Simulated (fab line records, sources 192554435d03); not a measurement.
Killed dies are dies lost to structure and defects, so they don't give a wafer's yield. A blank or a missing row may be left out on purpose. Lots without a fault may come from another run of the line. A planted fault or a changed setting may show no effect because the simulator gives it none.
fab line records | flow n5_finfet
record lots=6 wafers=16 last_day=16
route steps=1938 shown BEOL_M11@1596 BEOL_M12@1602 PASSIVATION@1936
lots that met no fault: from a run of the same line without faults
start_h: hours from the record's first day to the start of the lot's first wafer shown | wait_h: hours since the lot's step before | " the same as in the row above | L1.1+2: a row that stands for several wafers | - no value, or no start given | * or withheld: withheld | < > ~ a bound
route shown NAME@n: a module of which the file shows steps, and the number in the route of the first | usual: mean/standard deviation of fault-free wafers | same: alike in all rows | chamber/n: place in a boat | sites: the reading at each site | _std_site: their standard deviation | _edge_site: outer sites' mean less inner sites' | radius_mm: how far each site lies from the wafer's centre | mask NAME#n: copy n | behind: the tool/chamber that last shaped the wafer | hold: why the lot was held/for how many hours/how that ended | device: the transistor (n, p or np) that didn't switch | end of line: the same wafers' tests at the end of the route | a step without rows: its recipe alone | killed: dies lost to structure and defects at the first sort, not the wafer's yield | map: a wafer's dies, x killed, . not, _ none there
set.NAME: the setting as run; set.NAME@STEP: as run at that earlier step | model.NAME: the simulator's own value behind a step, which no gauge read
lots at some steps of the route; a table a step, a row a wafer
services: from which hour (start_h, from the record's first day; less than 0 if before it) a tool's chamber was out of use, for how many hours, and why
## steps
# step N5_BEOL_M11_CMP_52
# recipe stop_on=SiCOH_lowk t_overpolish_s=7 down_force_psi=1 platen_rpm=50 clearing_platen_down_force_psi=1.5 clearing_platen_rpm=50 post_cmp_clean=cu_alkaline target_thk_nm=140 clearing_platen_pad_velocity_m_s=0.99484 pad_velocity_m_s=0.99484
# usual barrier_field_endpoint_s=28.5/1.1 motor_current_A=6.3/0.59 overpolish_run_s=6.999/0.0086 slurry_flow_ml_min=150.0/0.49 time_to_endpoint_s=65/5.2
# columns lot.wafer tool chamber start_h wait_h barrier_field_endpoint_s motor_current_A overpolish_run_s slurry_flow_ml_min time_to_endpoint_s
L803.2 cmp-03 3 255.09 0.2 28.5 6.7 7.006 150.7 65
L803.6 " 3 " " 28.5 6.9 6.996 150.4 67
L802.4 cmp-03 0 257.73 0.4 29.5 6.5 7.019 150.3 66
L802.5 " 2 " " 27.8 6.9 6.991 151.1 58
L808.4 cmp-04 3 283.20 0.1 28.1 6.8 6.998 149.8 60
L808.3 " 0 " " 30.8 6.3 6.995 150.1 68
L808.6 " 3 " " 28.5 7.4 7.002 149.0 57
L810.1 cmp-03 2 307.96 0.3 27.5 6.7 7.006 150.3 63
L810.4 " 3 " " 30.1 7.0 6.999 149.9 72
L810.2 " 0 " " 29.6 6.6 6.993 149.2 77
L811.3 cmp-04 3 315.28 0.2 28.0 7.1 6.993 150.1 60
L811.2 " 1 " " 29.6 5.2 7.005 150.6 72
L811.6 " 3 " " 27.8 6.6 6.996 149.5 61
L816.1 cmp-03 0 336.34 0.3 30.2 6.8 6.999 149.8 71
L816.6 " 0 " " 28.9 6.3 7.003 150.5 69
L816.5 " 1 " " 28.1 6.0 6.992 150.1 59
# step N5_BEOL_M11_THK_MEAS_53
# recipe thk_meas_gauge=xrf reads=Cu_of_BEOL_M11_ECD_50
# usual M11_THK=140/3.2
# columns lot.wafer tool chamber start_h wait_h M11_THK[nm]
L803.2 film_metro-02 - 255.38 - 138
L803.6 " - " " 140
L802.4 film_metro-01 - 257.95 - 141
L802.5 " - " " 138
L808.3 film_metro-01 - 283.50 - 141
L808.4 " - " " 138
L808.6 " - " " 139
L810.1 film_metro-01 - 308.25 - 131
L810.2 " - " " 139
L810.4 " - " " 136
L811.2 film_metro-02 - 315.58 - 144
L811.3 " - " " 139
L811.6 " - " " 141
L816.1 film_metro-02 - 336.64 - 139
L816.5 " - " " 134
L816.6 " - " " 139
# step N5_BEOL_M11_PRE_CLEAN_55
# recipe gas=NH3 time_s=15 temp_c=withheld rf_power_w=300
# step N5_BEOL_M11_DEP_56
# recipe material=SiCN target_thk_a=300 temp_c=withheld precursor=3MS/NH3 pressure_torr=3 rf_w=675 time_s=10.5
# usual showerhead_plenum_p_Torr=4.159/0.019 throttle_valve_pct=18.5/0.78
# columns lot.wafer tool chamber start_h wait_h showerhead_plenum_p_Torr throttle_valve_pct
L803.2 pecvd-01 1 255.44 0.0 4.166 19.1
L803.6 " 1 " " 4.169 19.0
L802.4 pecvd-03 1 258.03 0.0 4.118 18.6
L802.5 " 2 " " 4.165 17.8
L808.3 pecvd-03 0 283.56 0.0 4.191 19.6
L808.4 " 0 " " 4.177 20.1
L808.6 " 1 " " 4.143 18.2
L810.1 pecvd-02 0 308.31 0.0 4.162 19.0
L810.2 " 2 " " 4.129 16.6
L810.4 " 1 " " 4.135 18.4
L811.2 pecvd-02 0 315.65 0.0 4.163 19.3
L811.3 " 1 " " 4.142 18.5
L811.6 " 1 " " 4.130 18.7
L816.1 pecvd-02 1 336.70 0.0 4.144 18.3
L816.5 " 2 " " 4.123 16.7
L816.6 " 1 " " 4.147 18.4
# step N5_BEOL_M11_RS_MEAS_57
# recipe thk_meas_gauge=four-point-probe reads=Cu_of_BEOL_M11_ECD_50+Co_of_BEOL_M11_CVD_75+TaN_of_BEOL_M11_ALD_74
# usual M11_RS=0.154/0.0037
# columns lot.wafer tool chamber start_h wait_h M11_RS[ohm/sq]
L803.2 film_metro-01 - 255.51 0.0 0.158
L803.6 " - " " 0.155
L802.4 film_metro-01 - 258.08 0.0 0.153
L802.5 " - " " 0.155
L808.3 film_metro-02 - 283.62 0.0 0.155
L808.4 " - " " 0.158
L808.6 " - " " 0.157
L810.1 film_metro-01 - 308.37 0.0 0.163
L810.2 " - " " 0.153
L810.4 " - " " 0.156
L811.2 film_metro-01 - 315.73 0.1 0.149
L811.3 " - " " 0.154
L811.6 " - " " 0.152
L816.1 film_metro-01 - 336.76 0.0 0.157
L816.5 " - " " 0.164
L816.6 " - " " 0.157
# step N5_BEOL_M11_INSPECT_58
# recipe inspect_instrument=darkfield mode=post_dep
# usual raw_defect_count=70/25
# columns lot.wafer tool chamber start_h wait_h raw_defect_count
L803.2 defect_inspect-01 - 255.53 0.0 72
L803.6 " - " " 107
L802.4 defect_inspect-02 - 258.10 0.0 46
L802.5 " - " " 57
L808.3 defect_inspect-02 - 283.65 0.0 61
L808.4 " - " " 48
L808.6 " - " " 46
L810.1 defect_inspect-02 - 308.40 0.0 51
L810.2 " - " " 67
L810.4 " - " " 50
L811.2 defect_inspect-02 - 315.75 0.0 60
L811.3 " - " " 68
L811.6 " - " " 98
L816.1 defect_inspect-02 - 336.79 0.0 32
L816.5 " - " " 39
L816.6 " - " " 31
# step N5_BEOL_M12_ILD_DEP_00
# recipe material=SiOC target_thk_a=6589.2 temp_c=350 precursor=DEMS/O2 pressure_torr=5 rf_w=500 time_s=130.7
# usual heater_power_w=463/68 showerhead_plenum_p_Torr=5.694/0.012 susceptor_temp_C=350.03/0.23 throttle_valve_pct=12.3/0.4
# columns lot.wafer tool chamber start_h wait_h heater_power_w showerhead_plenum_p_Torr susceptor_temp_C throttle_valve_pct
L803.2 pecvd-03 1 255.57 0.0 495 5.674 349.97 12.4
L803.6 " 1 " " 502 5.681 349.68 12.1
L802.4 pecvd-03 1 258.19 0.1 510 5.670 349.71 12.0
L802.5 " 0 " " 429 5.712 349.71 13.1
L808.3 pecvd-04 2 283.69 0.0 440 5.685 350.37 12.4
L808.4 " 1 " " 582 5.711 349.79 12.1
L808.6 " 0 " " 430 5.685 350.27 12.4
L810.1 pecvd-04 2 308.44 0.0 446 5.692 350.16 12.0
L810.2 " 0 " " 424 5.691 350.60 12.3
L810.4 " 1 " " 529 5.703 349.90 11.8
L811.2 pecvd-03 0 315.79 0.0 402 5.711 350.14 13.2
L811.3 " 2 " " 405 5.691 349.91 11.9
L811.6 " 1 " " 546 5.690 350.09 12.3
L816.1 pecvd-01 2 336.83 0.0 459 5.709 350.08 12.0
L816.5 " 0 " " 478 5.705 349.85 12.6
L816.6 " 1 " " 543 5.700 350.06 12.5
# step N5_BEOL_M12_THK_MEAS_01
# recipe reads=SiOC_of_BEOL_M12_ILD_DEP_00
# usual M12_ILD_THK=660/9.6
# columns lot.wafer tool chamber start_h wait_h M12_ILD_THK[nm]
L803.2 film_metro-01 - 255.70 0.1 657
L803.6 " - " " 662
L802.4 film_metro-01 - 258.27 0.0 668
L802.5 " - " " 674
L808.3 film_metro-01 - 283.82 0.1 652
L808.4 " - " " 662
L808.6 " - " " 673
L810.1 film_metro-01 - 308.57 0.1 648
L810.2 " - " " 657
L810.4 " - " " 658
L811.2 film_metro-02 - 315.92 0.1 654
L811.3 " - " " 654
L811.6 " - " " 661
L816.1 film_metro-01 - 336.96 0.1 648
L816.5 " - " " 662
L816.6 " - " " 667
# step N5_BEOL_M12_COAT_58
# recipe resist=BARC temp_c=205 time_s=60 spin_rpm=1500 resist_thk_nm=89
# step N5_BEOL_M12_COAT_04
# recipe spin_rpm=1625 resist_thk_nm=400
# step N5_BEOL_M12_EBR_06
# recipe solvent=PGMEA ebr_width_mm=1.5
# step N5_BEOL_M12_SOFTBAKE_05
# recipe temp_c=130 time_s=60
# step N5_BEOL_M12_EXPOSE_07
# recipe mask_id=V11 na=0.93 source_shape=conventional sigma_outer=0.6 polarization=unpolarized attpsm_phase_deg=180 dose_mj=32.5
# usual exposure_dose_mJ_cm2=32.48/0.037
# same na=0.93
# columns lot.wafer tool chamber start_h wait_h mask exposure_dose_mJ_cm2
L803.2 krf_scanner-02 0 255.96 - V11#0 32.50
L803.6 " 0 " " V11#0 32.44
L802.4 krf_scanner-01 0 258.54 - V11#0 32.44
L802.5 " 0 " " V11#0 32.48
L808.3 krf_scanner-02 0 283.96 - V11#0 31.15
L808.4 " 0 " " V11#0 31.13
L808.6 " 0 " " V11#0 31.15
L810.1 krf_scanner-02 0 308.83 - V11#0 31.38
L810.2 " 0 " " V11#0 31.35
L810.4 " 0 " " V11#0 31.34
L811.2 krf_scanner-01 0 316.18 - V11#0 32.50
L811.3 " 0 " " V11#0 32.52
L811.6 " 0 " " V11#0 32.52
L816.1 krf_scanner-01 0 337.21 - V11#0 32.57
L816.5 " 0 " " V11#0 32.56
L816.6 " 0 " " V11#0 32.52
# step N5_BEOL_M12_PEB_08
# recipe peb_temp_c=130 peb_time_s=90
# step N5_PASSIVATION_PROBE_49
# usual defect_limited_yield=91.2/1.4 killed_at_M0_to_M3=32/9.3 killed_at_M4_up=14/4.9 killed_at_contacts=15/7.5 killed_at_front_end=40/11 killed_at_other=4/3.3 killed_dies=104/17 killed_open=68/14 killed_short=33/7.9 sort_bin_5_function=5.2/0.99 sort_bin_6_memory=3.2/0.65 sort_bin_8_speed=0.03/0.19 sort_n_pass=1076/17 sort_yield_pct=91.1/1.5
# same gross_dies=1180 killed_at_back_side=0 sort_bin_4_leakage[%]=0
# columns lot.wafer tool chamber start_h wait_h defect_limited_yield[%] killed_at_M0_to_M3 killed_at_M4_up killed_at_contacts killed_at_front_end killed_at_other killed_dies killed_open killed_short sort_bin_5_function[%] sort_bin_6_memory[%] sort_bin_8_speed[%] sort_n_pass sort_yield_pct[%]
L808.3 prober-02 - 324.96 0.1 90.0 35 22 11 48 2 118 75 41 5.3 4.6 0 1062 90.0
L808.4 prober-02 - 325.01 0.2 89.8 26 13 11 61 9 120 61 38 5.3 3.2 0 1060 89.8
L808.6 prober-02 - 325.11 0.3 92.5 38 10 5 35 0 88 49 38 4.4 2.8 0 1092 92.5
# killed by level:class
L808.3 FIN_SAQP:geometric_particle:short=12 BEOL_M4:geometric_particle:open=12 FIN_SAQP:geometric_particle:open=11 BEOL_M3:geometric_particle:open=9 BEOL_M0_SAQP:geometric_particle:short=9 MOL_CONTACT_COAG:geometric_particle:open=9 BEOL_M2:geometric_particle:open=5 STI_FIN_REVEAL:geometric_particle:open=5
L808.4 HKMG_FIN:area_etch=17 FIN_SAQP:geometric_particle:short=15 FIN_SAQP:geometric_particle:open=11 MOL_CONTACT_COAG:geometric_particle:open=10 STI_FIN_REVEAL:geometric_particle:open=8 BEOL_M0_SAQP:geometric_particle:open=6 BEOL_M3:geometric_particle:open=6 GATE_CUT:geometric_particle:short=4
L808.6 FIN_SAQP:geometric_particle:short=16 BEOL_M0_SAQP:geometric_particle:open=15 FIN_SAQP:geometric_particle:open=9 BEOL_M0_SAQP:geometric_particle:short=9 BEOL_M2:geometric_particle:open=9 MOL_CONTACT_COAG:geometric_particle:short=3 BEOL_M4:geometric_particle:short=3 DUMMY_GATE:geometric_particle:open=2
## services
# columns tool chamber start_h hours kind
cmp-04 - 233.36 2.1 repair
pecvd-03 0 235.17 7.8 repair
pecvd-02 - 236.17 23.9 repair
pecvd-04 1 244.42 4.1 repair
krf_scanner-02 0 256.86 - calibration
krf_scanner-02 - 264.25 4.3 repair
pecvd-01 - 264.89 5.5 pm
cmp-04 - 271.01 1.6 repair
cmp-04 - 274.17 4.0 pm
krf_scanner-02 - 275.71 3.6 pm
cmp-04 - 278.17 - consumable_replace:conditioner
cmp-04 - 278.17 4.3 pm
krf_scanner-01 - 279.27 1.0 pm
cmp-04 - 285.17 5.1 repair
pecvd-02 1 288.13 5.0 repair
pecvd-03 2 292.78 6.0 repair
cmp-03 - 302.53 1.0 repair
pecvd-03 2 304.69 5.5 scheduled_down
krf_scanner-01 - 304.79 0.8 pm
pecvd-01 0 309.70 7.9 repair
pecvd-02 2 313.28 5.5 scheduled_down
krf_scanner-02 - 318.57 1.3 pm
pecvd-01 - 321.01 6.0 pm
krf_scanner-01 - 321.94 0.2 repair
## key
first_sign step=N5_BEOL_M12_EXPOSE_07 reading=exposure_dose_mJ_cm2 direction=down sigmas=33 usual=32.48 struck=31.25
effect none on later readings
met_at N5_BEOL_M12_EXPOSE_07
struck_wafers L808.3,L808.4,L808.6,L810.1,L810.2,L810.4
loop_trim step=N5_BEOL_M12_EXPOSE_07 setting=dose lots=L810
baseline_loss step=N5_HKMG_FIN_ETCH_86 wafers=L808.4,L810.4
onset_between 255.96 283.96
fault kind=process_parameter_drift tool=krf_scanner-02 chamber=- onset_h=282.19 steps=N5_BEOL_M12_EXPOSE_07 channel=dose_mj offset=-1.3279 shape=step acts_in=these_recipes_only stated=32.5
# loop_trim: a control loop set the setting to another value than it would have without faults
# baseline_loss: these wafers lose ten dies or more at that step, a loss of the line's own and not of a fault; the sort's usual values leave them out
